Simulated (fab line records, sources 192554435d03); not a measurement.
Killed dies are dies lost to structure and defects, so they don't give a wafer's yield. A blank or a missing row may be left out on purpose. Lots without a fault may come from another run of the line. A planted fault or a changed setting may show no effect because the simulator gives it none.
Split-lot experiment | flow n5_finfet | 7 lots, 21 wafers read, on a route of 1938 steps

THE SPLIT
At N5_BEOL_M6_COAT_63 (time 60 s, resist thk 60 nm), the setting spin_rpm was moved away from the recipe's 1500 rpm on 8 of the 21 wafers read, by -9.9% to +9.9%. The other wafers ran this setting at the recipe's value.

FROM THE SPLIT TO THE READING: what the file shows between them, 9 steps
- N5_BEOL_M6_COAT_22: resist thk 30 nm (also split here: spin_rpm)
- N5_BEOL_M6_EBR_24
- N5_BEOL_M6_SOFTBAKE_23: time 60 s
- N5_BEOL_M6_EXPOSE_25: exposes mask V5, target cd 40 nm
- N5_BEOL_M6_PEB_26: peb time 60 s
- N5_BEOL_M6_DEVELOP_27: develop time 30 s
- N5_BEOL_M6_DESCUM_33: chemistry O2, time 7 s
- N5_BEOL_M6_ETCH_72: etches underlayer in N2/H2, target depth 6.5 nm, time 5.2 s
- N5_BEOL_M6_ETCH_65: etches SiARC in CF4, target depth 15.6 nm, time 26 s

THE READING
etch.depth_nm (the simulator's own value, which no gauge read), in nm, at N5_BEOL_M6_ETCH_66 (etches SOC in N2/H2, target depth 80 nm, overetch 16 nm, time 120 s). The file gives no usual value for it. The 13 wafers here that ran the recipe average 60.04 nm, standard deviation 0.17 nm.

wafer  | tool, chamber at the split | spin_rpm as run, rpm | against the recipe | etch.depth_nm, nm | against lot-mates on the recipe
L075.4 | litho_track-02, 0          | 1500                 | recipe             | 60.12             | -
L075.5 | litho_track-02, 0          | 1649                 | +9.9%              | 57.3              | -2.78
L075.6 | litho_track-02, 0          | 1500                 | recipe             | 60.03             | -
L076.2 | litho_track-03, 0          | 1387                 | -7.5%              | 62.17             | +2.30
L076.3 | litho_track-03, 0          | 1500                 | recipe             | 59.87             | -
L076.5 | litho_track-03, 0          | 1387                 | -7.5%              | 62.1              | +2.23
L077.2 | litho_track-02, 0          | 1500                 | recipe             | 60.2              | -
L077.3 | litho_track-02, 0          | 1500                 | recipe             | 60.12             | -
L077.6 | litho_track-02, 0          | 1500                 | recipe             | 60.27             | -
L080.2 | litho_track-01, 0          | 1500                 | recipe             | 60.19             | -
L080.3 | litho_track-01, 0          | 1500                 | recipe             | 60.18             | -
L080.5 | litho_track-01, 0          | 1550                 | +3.3%              | 59.11             | -1.08
L087.1 | litho_track-03, 0          | 1500                 | recipe             | 60.11             | -
L087.3 | litho_track-03, 0          | 1500                 | recipe             | 59.94             | -
L087.4 | litho_track-03, 0          | 1408                 | -6.1%              | 62.02             | +2.00
L092.4 | litho_track-03, 0          | 1500                 | recipe             | 59.72             | -
L092.5 | litho_track-03, 0          | 1351                 | -9.9%              | 62.98             | +3.24
L092.6 | litho_track-03, 0          | 1500                 | recipe             | 59.75             | -
L097.1 | litho_track-03, 0          | 1500                 | recipe             | 60.04             | -
L097.4 | litho_track-03, 0          | 1411                 | -5.9%              | 61.75             | +1.71
L097.6 | litho_track-03, 0          | 1411                 | -5.9%              | 61.96             | +1.92

THE FIT
A straight line over all 21 wafers: etch.depth_nm changes by -0.288 nm for each +1% of spin_rpm; r = -0.99; the points scatter about the line by 0.16 nm.
The same after taking each lot's own level away (the mean of its wafers on the recipe; 21 wafers): -0.304 nm for each +1%; r = -1.00; scatter 0.096 nm.
On that fit, the largest move of spin_rpm shifts the reading by 3 nm.
The lots' own levels span 59.735 to 60.197 nm, that is 2.8 times the standard deviation above.
So the lot-to-lot level changes the slope little: the two slopes agree.
Check: with one of the wafers moved furthest among these (-9.9%) left out of the fit, the line predicts +2.98 nm for it against its lot-mates. It came out at +3.24 nm against them.

OTHER SPLITS ON THESE WAFERS
These wafers also went through other splits before the reading. Each is held against what the fit with the lots' levels taken away leaves over:
other split on the same wafers            | wafers away from the commonest value | r with etch.depth_nm (lot level and that fit taken away)
N5_BEOL_M0_TRENCH_ETCH_107 target_depth_a | 7                                    | -0.06
N5_BEOL_M2_DESCUM_16 time_s               | 7                                    | +0.20
N5_BEOL_M2_COAT_67 spin_rpm               | 8                                    | +0.13
N5_BEOL_M3_TRENCH_ETCH_37 time_s          | 7                                    | -0.33
N5_BEOL_M4_ETCH_70 bias_w                 | 9                                    | -0.28
N5_BEOL_M4_TRENCH_ETCH_37 bias_w          | 5                                    | +0.20
N5_BEOL_M6_COAT_22 spin_rpm               | 8                                    | +0.22

THE WHOLE CHAIN: every reading that the file lists as answering this split, in the file's order
step               | what it does                                                        | reading                                                                        | change (the file's fit)               | r (the file's)
N5_BEOL_M6_COAT_63 | time 60 s, resist thk 60 nm                                         | SOC_of_BEOL_M6_COAT_63.thk_nm (the simulator's own value, which no gauge read) | -0.31 nm for each +1% of the setting  | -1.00
N5_BEOL_M6_ETCH_66 | etches SOC in N2/H2, target depth 80 nm, overetch 16 nm, time 120 s | etch.depth_nm (the simulator's own value, which no gauge read)                 | -0.306 nm for each +1% of the setting | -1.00

THE FILE'S OWN FIT
etch.depth_nm changes by -0.306 nm for each +1% of spin_rpm, r = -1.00.
